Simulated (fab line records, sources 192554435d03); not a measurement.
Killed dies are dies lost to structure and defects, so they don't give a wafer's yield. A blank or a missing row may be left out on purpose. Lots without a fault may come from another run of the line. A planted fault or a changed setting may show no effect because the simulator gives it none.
Split-lot experiment | flow n5_finfet | 7 lots, 39 wafers read, on a route of 1938 steps

THE SPLIT
At N5_BEOL_M5_HM_DEP_02 (deposits TiN, target thk 20 nm), the setting target_thk_a was moved away from the recipe's 200 angstrom on 18 of the 39 wafers read, by -57.1% to +39.0%. The other wafers ran this setting at the recipe's value.

FROM THE SPLIT TO THE READING: what the file shows between them, 4 steps
- N5_BEOL_M5_COAT_59: time 60 s, resist thk 60 nm
- N5_BEOL_M5_COAT_60: time 60 s, resist thk 12 nm
- N5_BEOL_M5_STRIP_73: strips in N2/H2
- N5_BEOL_M5_STRIP_64: strips in CF4

THE READING
etch.depth_nm (the simulator's own value, which no gauge read), in nm, at N5_BEOL_M5_HM_OPEN_17 (chemistry Cl2/BCl3, target TiN, target depth 20 nm, overetch 6 nm). The file gives no usual value for it. The 21 wafers here that ran the recipe average 20.156 nm, standard deviation 0.32 nm.

wafer  | tool, chamber at the split | target_thk_a as run, angstrom | against the recipe | etch.depth_nm, nm | against lot-mates on the recipe
L074.1 | pvd_sputter-03, -          | 200                           | recipe             | 20.32             | -
L074.2 | pvd_sputter-03, -          | 200                           | recipe             | 20.49             | -
L074.3 | pvd_sputter-03, -          | 200                           | recipe             | 20.05             | -
L074.4 | pvd_sputter-03, -          | 278                           | +39.0%             | 25.76             | +5.473
L074.5 | pvd_sputter-03, -          | 278                           | +39.0%             | 25.54             | +5.253
L074.6 | pvd_sputter-03, -          | 278                           | +39.0%             | 26.01             | +5.723
L076.1 | pvd_sputter-02, -          | 200                           | recipe             | 20.06             | -
L076.2 | pvd_sputter-02, -          | 272.7                         | +36.3%             | 26.4              | +6.543
L076.3 | pvd_sputter-02, -          | 200                           | recipe             | 19.76             | -
L076.4 | pvd_sputter-02, -          | 272.7                         | +36.3%             | 26.71             | +6.853
L076.5 | pvd_sputter-02, -          | 200                           | recipe             | 19.75             | -
L076.6 | pvd_sputter-02, -          | 272.7                         | +36.3%             | 27                | +7.143
L081.1 | pvd_sputter-03, -          | 254.9                         | +27.4%             | 25.41             | +5.377
L081.2 | pvd_sputter-03, -          | 254.9                         | +27.4%             | 25.49             | +5.457
L081.3 | pvd_sputter-03, -          | 200                           | recipe             | 19.96             | -
L081.4 | pvd_sputter-03, -          | 254.9                         | +27.4%             | 25.75             | +5.717
L081.5 | pvd_sputter-03, -          | 200                           | recipe             | 19.99             | -
L081.6 | pvd_sputter-03, -          | 200                           | recipe             | 20.15             | -
L086.1 | pvd_sputter-02, -          | 200                           | recipe             | 19.95             | -
L086.2 | pvd_sputter-02, -          | 85.74                         | -57.1%             | 8.814             | -11.353
L086.3 | pvd_sputter-02, -          | 200                           | recipe             | 20.24             | -
L086.4 | pvd_sputter-02, -          | 85.74                         | -57.1%             | 8.706             | -11.461
L086.5 | pvd_sputter-02, -          | 85.74                         | -57.1%             | 8.923             | -11.244
L086.6 | pvd_sputter-02, -          | 200                           | recipe             | 20.31             | -
L087.1 | pvd_sputter-02, -          | 259.6                         | +29.8%             | 25.49             | +5.493
L087.2 | pvd_sputter-02, -          | 200                           | recipe             | 20.03             | -
L087.3 | pvd_sputter-02, -          | 259.6                         | +29.8%             | 25.69             | +5.693
L087.4 | pvd_sputter-02, -          | 259.6                         | +29.8%             | 25.56             | +5.563
L087.5 | pvd_sputter-02, -          | 200                           | recipe             | 19.91             | -
L087.6 | pvd_sputter-02, -          | 200                           | recipe             | 20.05             | -
L089.1 | pvd_sputter-01, -          | 200                           | recipe             | 19.95             | -
L089.4 | pvd_sputter-01, -          | 200                           | recipe             | 19.82             | -
L089.6 | pvd_sputter-01, -          | 200                           | recipe             | 20.18             | -
L092.1 | pvd_sputter-02, -          | 200                           | recipe             | 20.91             | -
L092.2 | pvd_sputter-02, -          | 236.3                         | +18.1%             | 24.36             | +3.590
L092.3 | pvd_sputter-02, -          | 200                           | recipe             | 20.43             | -
L092.4 | pvd_sputter-02, -          | 236.3                         | +18.1%             | 24.11             | +3.340
L092.5 | pvd_sputter-02, -          | 200                           | recipe             | 20.97             | -
L092.6 | pvd_sputter-02, -          | 236.3                         | +18.1%             | 24.14             | +3.370

THE FIT
A straight line over all 39 wafers: etch.depth_nm changes by +0.186 nm for each +1% of target_thk_a; r = +0.99; the points scatter about the line by 0.6 nm.
The same after taking each lot's own level away (the mean of its wafers on the recipe; 39 wafers): +0.186 nm for each +1%; r = +0.99; scatter 0.56 nm.
On that fit, the largest move of target_thk_a shifts the reading by 11 nm.
The lots' own levels span 19.8567 to 20.7700 nm, that is 2.8 times the standard deviation above.
So the lot-to-lot level changes the slope little: the two slopes agree.
Check: with one of the wafers moved furthest among these (-57.1%) left out of the fit, the line predicts -10.6 nm for it against its lot-mates. It came out at -11.4 nm against them.

OTHER SPLITS ON THESE WAFERS
These wafers also went through other splits before the reading. Each is held against what the fit with the lots' levels taken away leaves over:
other split on the same wafers                    | wafers away from the commonest value | r with etch.depth_nm (lot level and that fit taken away)
N5_PMOS_HMC_CHANNEL_EPI_DEVELOP_08 develop_time_s | 12                                   | -0.04
N5_DUMMY_GATE_ETCH_31 target_depth_a              | 18                                   | -0.07
N5_SD_EPI_N_DESCUM_14 time_s                      | 12                                   | +0.00
N5_BEOL_M0_SAQP_HM_DEP_02 target_thk_a            | 15                                   | -0.06

THE WHOLE CHAIN: every reading that the file lists as answering this split, in the file's order
step                  | what it does                                                      | reading                                                                          | change (the file's fit)               | r (the file's)
N5_BEOL_M5_HM_DEP_02  | deposits TiN, target thk 20 nm                                    | TiN_of_BEOL_M5_HM_DEP_02.thk_nm (the simulator's own value, which no gauge read) | +0.201 nm for each +1% of the setting | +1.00
N5_BEOL_M5_HM_OPEN_17 | chemistry Cl2/BCl3, target TiN, target depth 20 nm, overetch 6 nm | etch.depth_nm (the simulator's own value, which no gauge read)                   | +0.185 nm for each +1% of the setting | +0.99

THE FILE'S OWN FIT
etch.depth_nm changes by +0.185 nm for each +1% of target_thk_a, r = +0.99.
